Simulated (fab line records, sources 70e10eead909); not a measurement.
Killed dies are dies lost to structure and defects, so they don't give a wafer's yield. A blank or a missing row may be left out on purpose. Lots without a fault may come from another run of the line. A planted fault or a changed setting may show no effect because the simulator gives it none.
Problem report in the 8D (eight disciplines) form, filled by code | flow nand_harc | the parts of the form that need people (team, actions taken, sign-off) are left out

1. THE PROBLEM
cd_nm at NHARC_A_SGD_CUT_CD_MEAS_09 reads a mean of 107.8 nm on 9 wafers of 3 lots; wafers without a fault read 99.9 nm with a standard deviation of 0.49. That is +16 standard deviations from the usual mean.
The step: target cd 100 nm.
First seen on wafer L704.1, day 15 20:20, on cd_sem-02. The record holds 33 wafers of 11 lots with a number at this step. Rule for "out", or "out of limits": more than 4 standard deviations from the usual mean. The other wafers with a number count as sound.

2. WHAT IT IS AND WHAT IT IS NOT
question                    | is                     | is not
which readings at this step | cd_nm                  | -
which lots                  | L704, L705, L706       | L697, L698, L709, L710, L714, L716, L717, L719
which wafers of those lots  | all that have a number | -
read on which gauges        | cd_sem-02              | cd_sem-01, cd_sem-03
when                        | from day 15 20:20      | up to then (6 sound wafers); but 18 sound wafers of L709, L710, L714, L716, L717, L719 came after

3. SUSPECTS, AND WHAT RULES EACH OUT
Counting: a tool at a process step up to the reading stays a suspect if it ran every lot that is out and no sound lot after the first of them.
- the gauge at NHARC_A_SGD_CUT_CD_MEAS_09: ruled out. All the wafers that are out were read on cd_sem-02, but those of them that NHARC_A_SGD_CUT_EXPOSE_06 has rows for are out there too, on other tools.
- cmp-01 at NHARC_A_STAIRCASE_CMP_152 (polishes): ruled out as a lasting fault. Sound lots L709, L710, L716 ran on it after its first lot that is out, L704 (day 15 17:25).
- arfi_scanner-02 at NHARC_A_SGD_CUT_EXPOSE_06 (exposes mask SGD): kept. It ran every lot that is out, first L704 (day 15 20:11), and no sound lot after that; its last sound lot up to then is L697 (day 13 18:13). Its own readings are out on those wafers: exposure_dose_mJ_cm2.
Left after counting: arfi_scanner-02 at NHARC_A_SGD_CUT_EXPOSE_06.

4. THE CAUSE (what the simulator had put in)
Process parameter drift: arfi_scanner-02, from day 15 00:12 on, at NHARC_A_SGD_CUT_EXPOSE_06. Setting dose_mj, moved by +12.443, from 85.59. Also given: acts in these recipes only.
Counting left only this tool.

5. THE CHAIN OF EFFECTS, in route order
Each row: a reading whose mean over the struck wafers that have a number lies more than 3 standard deviations from the usual. Only readings for which the record gives a usual standard deviation are gone through. hours: the time from each lot's start at the first step in this table that gives one to its start at this step, as a median over the lots. sigmas: the change in usual standard deviations.
hours | step                       | reading              | usual   | on struck wafers | change | sigmas
0     | NHARC_A_SGD_CUT_EXPOSE_06  | exposure_dose_mJ_cm2 | 85.53   | 95.67            | +10.14 | +99 or more
0     | NHARC_A_SGD_CUT_CD_MEAS_09 | cd_nm                | 99.9 nm | 107.8            | +7.9   | +16
The process steps in it:
- NHARC_A_SGD_CUT_EXPOSE_06: exposes mask SGD.
Later measuring or inspecting steps at which every struck wafer that the step has a row for has a number for every such reading, and none has moved that far: NHARC_END_SORT_01.

6. WHAT WOULD HAVE CAUGHT IT SOONER
In this record the first reading out of limits at a measuring or inspecting step was taken at day 15 20:20, 20 hours after the fault began at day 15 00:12.
The tool's own readings at NHARC_A_SGD_CUT_EXPOSE_06 were out on every struck wafer that the step has a row for (exposure_dose_mJ_cm2): an alarm limit on them would have fired on the first of those.
Of the lots that are out (3), L706, L705 began NHARC_A_SGD_CUT_EXPOSE_06 on arfi_scanner-02 after day 15 20:20. A hold on the tool at that time would have spared those 2.
